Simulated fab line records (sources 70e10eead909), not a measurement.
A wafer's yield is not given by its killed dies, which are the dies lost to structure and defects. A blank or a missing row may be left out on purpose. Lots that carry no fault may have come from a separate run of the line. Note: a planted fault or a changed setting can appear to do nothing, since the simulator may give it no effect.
The tool behind it: which one? + flow nand harc + 14 lots with 42 wafers sampled at 5 steps, on a route of 1159 steps

WHAT THE GAUGES READ, wafer by wafer
NHARC_P_ZERO_WELL_CD_MEAS_24: target cd 720 nm. Usual: cd nm at 719.6 nm, with a standard deviation of 2.
| lot  | measured    | on        | cd nm (nm)        | flag |
|------|-------------|-----------|-------------------|------|
| L156 | day 1 14:28 | cd sem-03 | 719.1 717.4 720.7 |      |
| L157 | day 1 20:29 | cd sem-03 | 717.2 721.8 719.4 |      |
| L158 | day 2 02:35 | cd sem-01 | 718.8 717.4 722.5 |      |
| L162 | day 3 02:36 | cd sem-01 | 720.4 719.8 721.2 |      |
| L163 | day 3 08:36 | cd sem-01 | 718.1 719.3 722.8 |      |
| L164 | day 3 14:20 | cd sem-03 | 716.0 719.3 714.0 |      |
| L165 | day 3 20:28 | cd sem-02 | 720.8 719.5 720.9 |      |
| L166 | day 4 02:27 | cd sem-02 | 719.9 718.3 720.3 |      |
| L167 | day 4 08:28 | cd sem-01 | 721.1 720.3 721.6 |      |
| L170 | day 5 02:30 | cd sem-01 | 716.5 718.7 717.6 |      |
| L171 | day 5 08:29 | cd sem-02 | 721.1 720.3 721.3 |      |
| L174 | day 6 02:38 | cd sem-03 | 721.1 724.0 719.6 |      |
| L175 | day 6 08:29 | cd sem-01 | 719.4 719.3 720.0 |      |
| L179 | day 7 08:41 | cd sem-02 | 715.6 715.6 715.0 |      |

NHARC_P_GATE_CD_MEAS_26: target cd 120 nm. Usual: cd nm at 120.2 nm, with a standard deviation of 0.68.
| lot  | measured     | on        | cd nm (nm)        | flag |
|------|--------------|-----------|-------------------|------|
| L156 | day 4 17:53  | cd sem-03 | 120.8 120.8 120.9 |      |
| L157 | day 5 00:20  | cd sem-01 | 120.1 119.5 120.3 |      |
| L158 | day 4 23:39  | cd sem-03 | 119.2 119.4 119.2 |      |
| L162 | day 6 01:25  | cd sem-01 | 121.2 119.4 120.4 |      |
| L163 | day 6 09:08  | cd sem-01 | 120.8 121.0 121.1 |      |
| L164 | day 6 16:01  | cd sem-01 | 119.9 120.2 119.6 |      |
| L165 | day 7 00:42  | cd sem-03 | 119.4 120.0 119.1 |      |
| L166 | day 7 05:04  | cd sem-01 | 121.7 120.9 120.1 |      |
| L167 | day 7 04:37  | cd sem-01 | 120.0 120.0 120.4 |      |
| L170 | day 8 12:32  | cd sem-03 | 119.2 119.0 120.1 |      |
| L171 | day 8 13:05  | cd sem-01 | 120.3 120.0 120.1 |      |
| L174 | day 9 04:43  | cd sem-03 | 120.3 120.4 119.7 |      |
| L175 | day 9 04:50  | cd sem-03 | 119.9 119.8 120.7 |      |
| L179 | day 10 07:26 | cd sem-01 | 120.5 120.4 119.5 |      |

NHARC_END_SORT_01. Usual: killed at array 26, standard deviation 10; killed at other 0.5, standard deviation 0.87; killed at periphery 3.0, standard deviation 2.5; killed dies 29, standard deviation 11; killed open 3.3, standard deviation 1.9; killed short 1.8, standard deviation 1.5.
| lot  | measured     | on        | killed at array | killed at other | killed at periphery | killed dies | killed open | killed short | flag |
|------|--------------|-----------|-----------------|-----------------|---------------------|-------------|-------------|--------------|------|
| L174 | day 23 13:57 | prober-02 | 34 31 25        | 0 0 0           | 643 646 652         | 677 677 677 | 5 9 5       | 0 5 1        | OFF  |
| L175 | day 23 22:06 | prober-02 | 31 26 28        | 1 0 5           | 645 651 644         | 677 677 677 | 4 2 5       | 4 0 2        | OFF  |

TOOL THAT RAN EACH LOT (tool first, then ch and the chambers of the sampled wafers, then the start)
| lot  | NHARC_P_ZERO_WELL_RTA_42        | NHARC_P_GATE_CVD_17              |
|------|---------------------------------|----------------------------------|
| L156 | rtp anneal-01 ch 0, day 1 18:50 | lpcvd poly-04 ch 0, day 4 14:02  |
| L157 | rtp anneal-02 ch 0, day 2 01:04 | lpcvd poly-04 ch 0, day 4 19:20  |
| L158 | rtp anneal-02 ch 0, day 2 06:54 | lpcvd poly-04 ch 0, day 4 19:20  |
| L162 | rtp anneal-01 ch 0, day 3 06:49 | lpcvd poly-04 ch 0, day 5 20:11  |
| L163 | rtp anneal-01 ch 0, day 3 13:16 | lpcvd poly-04 ch 0, day 6 05:17  |
| L164 | rtp anneal-01 ch 0, day 3 18:46 | lpcvd poly-03 ch 0, day 6 10:45  |
| L165 | rtp anneal-01 ch 0, day 4 00:55 | lpcvd poly-03 ch 0, day 6 20:19  |
| L166 | rtp anneal-01 ch 0, day 4 07:12 | lpcvd poly-04 ch 0, day 6 23:31  |
| L167 | rtp anneal-01 ch 0, day 4 13:03 | lpcvd poly-04 ch 0, day 6 23:31  |
| L170 | rtp anneal-02 ch 0, day 5 07:08 | lpcvd poly-01 ch 0, day 8 05:37  |
| L171 | rtp anneal-02 ch 0, day 5 12:47 | lpcvd poly-01 ch 0, day 8 05:37  |
| L174 | rtp anneal-02 ch 0, day 6 07:07 | lpcvd poly-04, day 9 00:37       |
| L175 | rtp anneal-02 ch 0, day 6 12:47 | lpcvd poly-04, day 9 00:37       |
| L179 | rtp anneal-02 ch 0, day 7 12:59 | lpcvd poly-01 ch 0, day 10 02:51 |
- NHARC_P_ZERO_WELL_RTA_42: time 300 s.
- NHARC_P_GATE_CVD_17: deposits poly-Si, target thk 150 nm, time 900 s.

WHAT THE TOOLS THEMSELVES READ (means of the sampled wafers that have a number; where no wafer has one, the mark that the record gives instead)
NHARC_P_ZERO_WELL_RTA_42. Usual: lamp power pct 38.5 %, standard deviation 0.99; lamp_zone_7_pct 38.9 %, standard deviation 0.99; wafer_temp_C_max 1104.9, standard deviation 1.5.
| lot  | tool          | lamp power pct (%) | lamp_zone_7_pct (%) | wafer_temp_C_max | flag |
|------|---------------|--------------------|---------------------|------------------|------|
| L156 | rtp anneal-01 | 37.4               | 37.7                | 1103.5           |      |
| L157 | rtp anneal-02 | 39.6               | 40.0                | 1106.2           |      |
| L158 | rtp anneal-02 | 39.5               | 39.8                | 1106.5           |      |
| L162 | rtp anneal-01 | 37.6               | 37.9                | 1104.6           |      |
| L163 | rtp anneal-01 | 37.6               | 37.9                | 1103.2           |      |
| L164 | rtp anneal-01 | 37.6               | 38.0                | 1103.5           |      |
| L165 | rtp anneal-01 | 37.5               | 37.8                | 1103.7           |      |
| L166 | rtp anneal-01 | 37.5               | 37.8                | 1103.5           |      |
| L167 | rtp anneal-01 | 37.6               | 37.9                | 1103.5           |      |
| L170 | rtp anneal-02 | 39.5               | 39.9                | 1106.0           |      |
| L171 | rtp anneal-02 | 39.6               | 39.9                | 1104.8           |      |
| L174 | rtp anneal-02 | 39.6               | 39.9                | 1106.0           |      |
| L175 | rtp anneal-02 | 39.5               | 39.9                | 1106.0           |      |
| L179 | rtp anneal-02 | 39.5               | 39.9                | 1106.6           |      |

NHARC_P_GATE_CVD_17. Usual: run length s 901.4 s, standard deviation 0.4; spike tc bottom C 642.3 C, standard deviation 1.6; zone power bottom pct 13.0 %, standard deviation 0.61.
| lot  | tool          | run length s (s) | spike tc bottom C (C) | zone power bottom pct (%) | flag |
|------|---------------|------------------|-----------------------|---------------------------|------|
| L156 | lpcvd poly-04 | 901.4            | 642.7                 | 13.1                      |      |
| L157 | lpcvd poly-04 | 902.1            | 641.0                 | 13.2                      |      |
| L158 | lpcvd poly-04 | 901.7            | 641.8                 | 13.0                      |      |
| L162 | lpcvd poly-04 | 901.5            | 641.3                 | 13.1                      |      |
| L163 | lpcvd poly-04 | 902.0            | 642.1                 | 13.1                      |      |
| L164 | lpcvd poly-03 | 901.1            | 645.4                 | 14.3                      |      |
| L165 | lpcvd poly-03 | 900.9            | 644.9                 | 14.5                      |      |
| L166 | lpcvd poly-04 | 901.5            | 641.3                 | 13.0                      |      |
| L167 | lpcvd poly-04 | 901.4            | 641.4                 | 13.0                      |      |
| L170 | lpcvd poly-01 | 901.1            | 642.6                 | 12.2                      |      |
| L171 | lpcvd poly-01 | 900.7            | 643.1                 | 12.2                      |      |
| L174 | lpcvd poly-04 | -                | -                     | -                         | OFF  |
| L175 | lpcvd poly-04 | -                | -                     | -                         | OFF  |
| L179 | lpcvd poly-01 | 901.6            | 643.1                 | 12.3                      |      |

THE ANSWER, worked out from the rows above alone
Rule: a lot counts as off when the mean over its wafers that have a number is more than 3 standard deviations away from the usual mean. A lot without any number at a reading at which 4 lots or more have one is off too. All remaining lots with rows at the step are treated as sound. Order of review: gauges by route order, followed by the tools' own readings, for which a lot's mean as printed above is used. The first step at which some lot is off is used, and at that step the reading that is off furthest; a lot without a number counts as furthest.
Off at NHARC_END_SORT_01 (killed at periphery): L174, L175. Neither off nor sound, because the step has no rows for them: L156, L157, L158, L162, L163, L164, L165, L166, L167, L170, L171, L179.
If a tool, at a process step before that reading, ran all the lots that are off and no sound lot after the first of them, it fits. The gauges at NHARC_END_SORT_01 aren't tried: what is off there is off at NHARC_P_GATE_CVD_17 too, on other tools, and a gauge's error can't cause that. Undecided on this evidence; 2 tools fit (rtp anneal-02 at NHARC_P_ZERO_WELL_RTA_42, lpcvd poly-04 at NHARC_P_GATE_CVD_17).

WHAT THE SIMULATOR HAD INSERTED
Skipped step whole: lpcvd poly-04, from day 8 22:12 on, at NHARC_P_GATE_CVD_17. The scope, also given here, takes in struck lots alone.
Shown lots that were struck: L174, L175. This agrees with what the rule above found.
